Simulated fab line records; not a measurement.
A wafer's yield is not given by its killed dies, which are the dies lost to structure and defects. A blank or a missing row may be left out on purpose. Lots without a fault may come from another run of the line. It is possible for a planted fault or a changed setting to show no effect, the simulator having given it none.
Matching of chambers ; flow n5 finfet ; rie diel-01 running N5_BEOL_M4_STRIP_36: 4 sister chambers
The step strips in N2/H2. 22 wafers are shown with their chamber, then 11 later ones without.

## WAFERS PAIRED WITH THEIR CHAMBERS
wafer;chamber;throttle valve pct (%);drypump motor current A (A);showerhead plenum p Torr (Torr)
L077.2;3;24.0;5.5;2.51
L077.5;2;23.9;5.3;2.51
L077.6;1;23.1;6.4;2.56
L078.1;1;23.1;6.4;2.56
L078.3;2;23.9;5.3;2.51
L078.5;1;23.1;6.4;2.56
L080.1;0;23.3;6.7;2.61
L080.3;2;23.9;5.3;2.50
L080.4;1;23.1;6.4;2.56
L082.2;1;23.1;6.4;2.56
L082.4;3;24.0;5.5;2.50
L082.6;0;23.3;6.7;2.61
L083.1;3;24.0;5.4;2.50
L083.5;0;23.3;6.7;2.61
L083.6;1;23.1;6.4;2.56
L084.3;1;23.1;6.4;2.55
L084.4;1;23.1;6.4;2.55
L084.5;0;23.3;6.7;2.61
L086.1;0;23.3;6.7;2.61
L086.2;3;24.1;5.5;2.50
L086.5;1;23.1;6.5;2.55
L087.3;0;23.3;6.7;2.61

SIGNATURES (averages over the wafers above)
reading;chamber 0;chamber 1;chamber 2;chamber 3;scatter within a chamber
throttle valve pct;23.300;23.100;23.900;24.025;0.0204
drypump motor current A;6.700;6.411;5.300;5.475;0.0302
showerhead plenum p Torr;2.6100;2.5567;2.5067;2.5025;0.00436
Rule: for each reading, subtract the chamber's mean from the wafer's reading, divide by that reading's scatter and square the result; add these up over the readings and take the root, which gives the wafer's distance from the chamber. The wafer belongs to the nearest chamber; if the next one is less than 2 further off, it can't be placed. The scatter: the root of (the sum of the squares of (reading less its chamber's mean) over the shown wafers, divided by (wafers less chambers)).

## WAFERS WHOSE CHAMBER IS MISSING
wafer;throttle valve pct (%);drypump motor current A (A);showerhead plenum p Torr (Torr)
L087.4;24.0;5.5;2.50
L087.6;23.1;6.4;2.55
L090.3;23.3;6.7;2.60
L090.4;23.3;6.7;2.60
L090.6;23.1;6.4;2.55
L092.2;23.5;5.3;2.49
L092.4;23.7;5.5;2.50
L092.6;23.1;6.4;2.55
L097.1;23.3;6.7;2.60
L097.2;23.1;6.4;2.54
L097.6;23.1;6.4;2.54

## WHICH CHAMBER EACH WENT THROUGH
wafer;from the rows above;in truth
L087.4;3;3
L087.6;1;1
L090.3;0;0
L090.4;0;0
L090.6;1;1
L092.2;2;2
L092.4;2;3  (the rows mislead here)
L092.6;1;1
L097.1;0;0
L097.2;1;1
L097.6;1;1
Correctly placed: 10 of 11. Can't be placed from these rows: 0. Number placed wrongly: 1.
